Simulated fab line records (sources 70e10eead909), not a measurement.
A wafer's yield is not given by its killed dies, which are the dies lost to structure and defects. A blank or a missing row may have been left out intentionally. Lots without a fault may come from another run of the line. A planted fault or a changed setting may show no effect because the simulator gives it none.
What tool caused it? | flow nand harc | 42 wafers from 15 lots sampled at 5 of the route's 1159 steps

== WHAT EACH GAUGE READ, for each wafer ==
NHARC_A_SOURCE_PLATE_THK_MEAS_09: measures by ellipsometry. Usual: thk nm at 9.6 nm, with a standard deviation of 0.9.
lot  | measured     | on            | thk nm (nm)   | flag
L662 | day 7 06:43  | film metro-02 | 9.5 8.7 10.0  |
L663 | day 7 14:00  | film metro-02 | 10.7 9.8 10.1 |
L664 | day 7 14:01  | film metro-02 | 9.0 10.2 8.9  |
L665 | day 7 23:29  | film metro-02 | 8.4 10.8 9.6  |
L666 | day 7 23:29  | film metro-01 | 9.5 10.2 10.8 |
L668 | day 8 05:10  | film metro-01 | 6.4 9.2 8.1   |
L667 | day 8 05:10  | film metro-02 | 9.4 10.6 8.9  |
L669 | day 8 22:13  | film metro-02 | 9.0 10.3 9.5  |
L670 | day 8 22:13  | film metro-01 | 9.5 8.1 8.3   |
L671 | day 9 02:29  | film metro-02 | 9.1 9.7 10.2  |
L673 | day 9 15:26  | film metro-01 | 9.8 9.8 7.7   |
L674 | day 10 11:25 | film metro-02 | 10.0 9.9      |
L676 | day 10 18:47 | film metro-01 | 9.0 8.2       |
L678 | day 11 04:28 | film metro-01 | 10.9 7.9      |
L684 | day 12 08:51 | film metro-01 | 10.1 9.2 9.7  |

NHARC_A_ONON_D1_THK_MEAS_05: measures by ellipsometry. Usual: thk nm at 1000 nm, with a standard deviation of 9.1.
lot  | measured     | on            | thk nm (nm)    | flag
L662 | day 7 20:46  | film metro-02 | 982 979 982    |
L663 | day 8 04:04  | film metro-01 | 993 994 992    |
L664 | day 8 04:04  | film metro-02 | 1001 1001 1000 |
L665 | day 8 14:08  | film metro-01 | 1003 1004 1004 |
L666 | day 8 14:09  | film metro-02 | 999 1001 1001  |
L668 | day 8 19:45  | film metro-01 | 994 995 993    |
L667 | day 8 19:43  | film metro-02 | 995 996 995    |
L669 | day 9 12:45  | film metro-01 | 1013 1016 1012 |
L670 | day 9 12:45  | film metro-02 | 1017 1016 1016 |
L671 | day 9 17:25  | film metro-01 | 1004 1004 1004 |
L673 | day 10 05:41 | film metro-01 | 1004 1004 1004 |
L674 | day 11 01:23 | film metro-02 | 454 1020       | OFF
L676 | day 11 08:52 | film metro-01 | 444 1009       | OFF
L678 | day 11 18:50 | film metro-02 | 423 422        | OFF
L684 | day 13 02:34 | film metro-01 | 999 999 1001   |

NHARC_END_SORT_01. Usual: killed at array 29, standard deviation 11; killed at other 0.7, standard deviation 1.1; killed at periphery 3.1, standard deviation 2; killed dies 33, standard deviation 11; killed open 3.5, standard deviation 1.8; killed short 2.0, standard deviation 1.4.
lot  | measured     | on        | killed at array | killed at other | killed at periphery | killed dies | killed open | killed short | flag
L667 | day 21 08:01 | prober-01 | 8 11 10         | 3 3 1           | 3 5 9               | 14 19 20    | 2 5 3       | 1 2 3        |
L674 | day 23 11:37 | prober-02 | 673 34          | 0 3             | 4 2                 | 677 39      | 4 2         | 3 2          | OFF
L676 | day 23 02:52 | prober-01 | 672 37          | 3 2             | 2 2                 | 677 41      | 3 8         | 2 2          | OFF

== TOOL THAT RAN EACH LOT (tool first, then ch and the chambers of the sampled wafers, then the start) ==
lot  | NHARC_A_ZERO_WELL_ETCH_13        | NHARC_A_ONON_D1_DEP_03
L662 | rie si-02 ch 1,3, day 6 22:12    | pecvd onon-01 ch 0, day 7 20:15
L663 | rie si-05 ch 0,1,3, day 7 04:05  | pecvd onon-03 ch 0, day 8 03:40
L664 | rie si-02 ch 0,2, day 7 04:14    | pecvd onon-02 ch 0, day 8 03:37
L665 | rie si-05 ch 1,3, day 7 14:41    | pecvd onon-03 ch 0, day 8 13:41
L666 | rie si-02 ch 0,1, day 7 15:25    | pecvd onon-02 ch 0, day 8 13:38
L668 | rie si-02 ch 0,1,3, day 7 20:42  | pecvd onon-03 ch 0, day 8 19:14
L667 | rie si-04 ch 1,3, day 7 21:05    | pecvd onon-01 ch 0, day 8 19:13
L669 | rie si-02 ch 0,1,3, day 8 13:43  | pecvd onon-03 ch 0, day 9 12:17
L670 | rie si-02 ch 1,2, day 8 16:32    | pecvd onon-02 ch 0, day 9 12:21
L671 | rie si-04 ch 0,1, day 8 18:00    | pecvd onon-02 ch 0, day 9 16:55
L673 | rie si-02 ch 0,2, day 9 08:47    | pecvd onon-03 ch 0, day 10 05:14
L674 | rie si-04 ch 1,2, day 9 23:39    | pecvd onon-03 ch 0, day 11 00:56
L676 | rie si-02 ch 1,2, day 10 07:16   | pecvd onon-03 ch 0, day 11 08:31
L678 | rie si-04 ch 2,3, day 10 19:52   | pecvd onon-03 ch 0, day 11 18:23
L684 | rie si-04 ch 0,1,3, day 12 00:19 | pecvd onon-01 ch 0, day 13 02:03
- NHARC_A_ZERO_WELL_ETCH_13: etches the open film in HBr/Cl2, target depth 120 nm, time 40.1 s.
- NHARC_A_ONON_D1_DEP_03: target thk 1000 nm.

== AS READ BY THE TOOLS THEMSELVES (means over the sampled wafers that have a number; for cases with no such wafer, the mark the record gives instead) ==
NHARC_A_ZERO_WELL_ETCH_13. Usual: drypump motor current A 5.7 A, standard deviation 0.54; oes product au 0.999 a.u., standard deviation 0.0093; throttle valve pct 26.406 %, standard deviation 0.0092.
lot  | tool      | drypump motor current A (A) | oes product au (a.u.) | throttle valve pct (%) | flag
L662 | rie si-02 | 5.8                         | 1.003                 | 26.405                 |
L663 | rie si-05 | 5.6                         | 1.003                 | 26.411                 |
L664 | rie si-02 | 5.6                         | 1.008                 | 26.401                 |
L665 | rie si-05 | 6.1                         | 0.989                 | 26.408                 |
L666 | rie si-02 | 6.0                         | 1.003                 | 26.402                 |
L668 | rie si-02 | 5.8                         | 1.003                 | 26.408                 |
L667 | rie si-04 | 5.8                         | 0.999                 | 26.416                 |
L669 | rie si-02 | 5.9                         | 1.003                 | 26.404                 |
L670 | rie si-02 | 5.5                         | 1.005                 | 26.405                 |
L671 | rie si-04 | 6.0                         | 0.996                 | 26.407                 |
L673 | rie si-02 | 5.3                         | 1.008                 | 26.406                 |
L674 | rie si-04 | 5.2                         | 0.990                 | 26.404                 |
L676 | rie si-02 | 5.4                         | 0.986                 | 26.387                 |
L678 | rie si-04 | 5.9                         | 0.994                 | 26.406                 |
L684 | rie si-04 | 6.0                         | 0.993                 | 26.403                 |

NHARC_A_ONON_D1_DEP_03. Usual: n2o flow sccm at 2000 sccm, with a standard deviation of 6.
lot  | tool          | n2o flow sccm (sccm) | flag
L662 | pecvd onon-01 | 2008                 |
L663 | pecvd onon-03 | 2006                 |
L664 | pecvd onon-02 | 1996                 |
L665 | pecvd onon-03 | 2001                 |
L666 | pecvd onon-02 | 1997                 |
L668 | pecvd onon-03 | 1986                 |
L667 | pecvd onon-01 | 1998                 |
L669 | pecvd onon-03 | 1995                 |
L670 | pecvd onon-02 | 2004                 |
L671 | pecvd onon-02 | 2002                 |
L673 | pecvd onon-03 | 1995                 |
L674 | pecvd onon-03 | 1995                 |
L676 | pecvd onon-03 | 1994                 |
L678 | pecvd onon-03 | 1999                 |
L684 | pecvd onon-01 | 2005                 |

== THE ANSWER, worked out from the rows above alone ==
Rule: take the mean of a lot's wafers that have a number; if it is more than 3 standard deviations from the usual mean, the lot is off. A lot without any number at a reading at which 4 lots or more have one is off too. All remaining lots with rows at the step are treated as sound. First the gauges in route order, then the tools' own readings, where a lot's mean is used as printed above. At the first step where some lot is off, the reading lying furthest off is the one used; lots without a number count as furthest.
Off: L674, L676, L678 (NHARC_A_ONON_D1_THK_MEAS_05, thk nm).
If a tool, at a process step before that reading, ran all the lots that are off and no sound lot after the first of them, it fits. Gauges at NHARC_A_ONON_D1_THK_MEAS_05: tried the same way as those tools. One candidate fits, namely pecvd onon-03 at NHARC_A_ONON_D1_DEP_03. A fault onset in the window from L673 (day 10 05:14, its last sound lot) to L674 (day 11 00:56, its first lot off) fits.

== WHAT THE SIMULATOR HAD PUT IN ==
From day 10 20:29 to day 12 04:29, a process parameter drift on pecvd onon-03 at NHARC_A_ONON_D1_DEP_03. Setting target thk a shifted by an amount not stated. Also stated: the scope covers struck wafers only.
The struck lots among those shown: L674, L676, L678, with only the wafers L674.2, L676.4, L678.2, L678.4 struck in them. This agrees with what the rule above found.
